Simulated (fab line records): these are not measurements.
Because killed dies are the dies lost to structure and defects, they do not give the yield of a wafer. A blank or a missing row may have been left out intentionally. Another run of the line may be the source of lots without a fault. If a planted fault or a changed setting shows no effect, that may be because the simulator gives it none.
Which tool was responsible? || flow nand_harc || 18 wafers from 6 lots sampled at 4 of the route's 1302 steps

## WHAT EACH GAUGE READ, for each wafer
NHARC_END_SORT_01.
{"lot": "L252", "measured": "day 25 00:34", "on": "prober-02", "killed_at_other": "0 1 1"}
{"lot": "L264", "measured": "day 29 14:52", "on": "prober-02", "killed_at_other": "0 0 0"}
{"lot": "L265", "measured": "day 30 07:48", "on": "prober-02", "killed_at_other": "0 0"}
{"lot": "L269", "measured": "day 31 01:01", "on": "prober-02", "killed_at_other": "0 2 0"}
{"lot": "L271", "measured": "day 32 06:06", "on": "prober-01", "killed_at_other": "2 0 0"}
{"lot": "L274", "measured": "day 33 20:53", "on": "prober-01", "killed_at_other": "0 0 0"}

## WHAT TOOL EACH LOT RAN ON (gives the tool, then ch and the chambers of the sampled wafers, and finally the start)
{"lot": "L252", "NHARC_A_BONDPAD_STRIP_15": "rie_diel-02 ch 0,2, day 23 17:23", "NHARC_THIN_TSV_GRIND_00": "grinder-01 ch 0, day 24 04:59", "NHARC_THIN_TSV_CMP_01": "cmp-02 ch 1,2,3, day 24 06:16"}
{"lot": "L264", "NHARC_A_BONDPAD_STRIP_15": "rie_diel-02 ch 0,3, day 28 04:04", "NHARC_THIN_TSV_GRIND_00": "grinder-01 ch 0, day 28 15:29", "NHARC_THIN_TSV_CMP_01": "cmp-03 ch 1,2,3, day 28 16:20"}
{"lot": "L265", "NHARC_A_BONDPAD_STRIP_15": "rie_diel-02 ch 0,2,3, day 29 03:40", "NHARC_THIN_TSV_GRIND_00": "grinder-01 ch 0, day 29 15:44", "NHARC_THIN_TSV_CMP_01": "cmp-02 ch 0,2,3, day 29 16:58"}
{"lot": "L269", "NHARC_A_BONDPAD_STRIP_15": "rie_diel-02 ch 0,2,3, day 29 11:53", "NHARC_THIN_TSV_GRIND_00": "grinder-01 ch 0, day 30 00:13", "NHARC_THIN_TSV_CMP_01": "cmp-03 ch 0,2,3, day 30 01:05"}
{"lot": "L271", "NHARC_A_BONDPAD_STRIP_15": "rie_diel-07 ch 0,1,3, day 30 22:34", "NHARC_THIN_TSV_GRIND_00": "grinder-01 ch 0, day 31 12:31", "NHARC_THIN_TSV_CMP_01": "cmp-02 ch 0,2,3, day 31 13:44"}
{"lot": "L274", "NHARC_A_BONDPAD_STRIP_15": "rie_diel-07 ch 1,2,3, day 32 01:25", "NHARC_THIN_TSV_GRIND_00": "grinder-01 ch 0, day 32 15:25", "NHARC_THIN_TSV_CMP_01": "cmp-02 ch 1,2,3, day 32 16:28"}
- NHARC_A_BONDPAD_STRIP_15: strips in O2.
- NHARC_THIN_TSV_GRIND_00
- NHARC_THIN_TSV_CMP_01: polishes.

## THE ANSWER, worked out from the rows above alone
Rule: usual is defined by the lots themselves. Put in order of their means at a reading, lots are off if they are a third of the lots or fewer, leave a main group of 4 or more, and stand apart from it by a gap of 3 or more times the standard deviation of the main group's means; of several such gaps the widest counts. The tables above print the reading to a certain number of digits; a main group whose means all agree to those digits is not used. Also off: a lot with no number at a reading for which 4 or more lots have one. The other lots that the step has rows for count as sound.
No lot is off at any reading shown: from this, nothing can be told.

## WHAT WAS PUT IN BY THE SIMULATOR
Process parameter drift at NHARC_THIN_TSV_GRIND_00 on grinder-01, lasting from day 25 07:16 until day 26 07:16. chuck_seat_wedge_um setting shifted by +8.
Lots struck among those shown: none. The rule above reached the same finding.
